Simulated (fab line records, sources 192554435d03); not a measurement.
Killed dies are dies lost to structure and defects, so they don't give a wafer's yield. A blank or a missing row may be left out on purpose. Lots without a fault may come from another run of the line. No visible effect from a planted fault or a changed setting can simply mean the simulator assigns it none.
Matching of chambers || flow n5 finfet || cvd co-02 running N5_BEOL_M2_PRE_CLEAN_60: 3 sister chambers
The step time 15 s. 3 wafers are shown with their chamber, then 12 later ones without.

## WAFERS, EACH WITH ITS CHAMBER
{"wafer": "L085.1", "chamber": 2, "heater power outer w (W)": 13}
{"wafer": "L085.3", "chamber": 1, "heater power outer w (W)": 18}
{"wafer": "L085.6", "chamber": 0, "heater power outer w (W)": 11}

## WAFERS MISSING THEIR CHAMBER
{"wafer": "L086.1", "heater power outer w (W)": 11}
{"wafer": "L086.3", "heater power outer w (W)": 12}
{"wafer": "L086.4", "heater power outer w (W)": 11}
{"wafer": "L088.3", "heater power outer w (W)": 18}
{"wafer": "L088.4", "heater power outer w (W)": 11}
{"wafer": "L088.5", "heater power outer w (W)": 13}
{"wafer": "L090.2", "heater power outer w (W)": 11}
{"wafer": "L090.5", "heater power outer w (W)": 18}
{"wafer": "L090.6", "heater power outer w (W)": 11}
{"wafer": "L097.1", "heater power outer w (W)": 13}
{"wafer": "L097.3", "heater power outer w (W)": 11}
{"wafer": "L097.6", "heater power outer w (W)": 18}

## EACH ONE'S CHAMBER
{"wafer": "L086.1", "from the rows above": 0, "in truth": 0}
{"wafer": "L086.3", "from the rows above": "can't be placed: 0 or 2", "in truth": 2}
{"wafer": "L086.4", "from the rows above": 0, "in truth": 0}
{"wafer": "L088.3", "from the rows above": 1, "in truth": 1}
{"wafer": "L088.4", "from the rows above": 0, "in truth": 0}
{"wafer": "L088.5", "from the rows above": 2, "in truth": 2}
{"wafer": "L090.2", "from the rows above": 0, "in truth": 0}
{"wafer": "L090.5", "from the rows above": 1, "in truth": 1}
{"wafer": "L090.6", "from the rows above": 0, "in truth": 0}
{"wafer": "L097.1", "from the rows above": 2, "in truth": 2}
{"wafer": "L097.3", "from the rows above": 0, "in truth": 0}
{"wafer": "L097.6", "from the rows above": 1, "in truth": 1}
Correctly placed: 11 of 12. From these rows, 1 cannot be placed; in 1 the true chamber is one of the candidates. 0 placed wrongly.
How it was worked out, from the rows above alone: a wafer's distance from a chamber is the root of the sum, over the readings, of the square of ((its reading less the chamber's mean) divided by the reading's scatter). The wafer belongs to the nearest chamber; if the next one is less than 2 further off, it can't be placed. For every chamber, the mean is computed from those of its wafers that are shown. The scatter (one wafer shown for each chamber): square how far every hidden wafer sits from the nearest shown wafer, average those squares and take the square root.
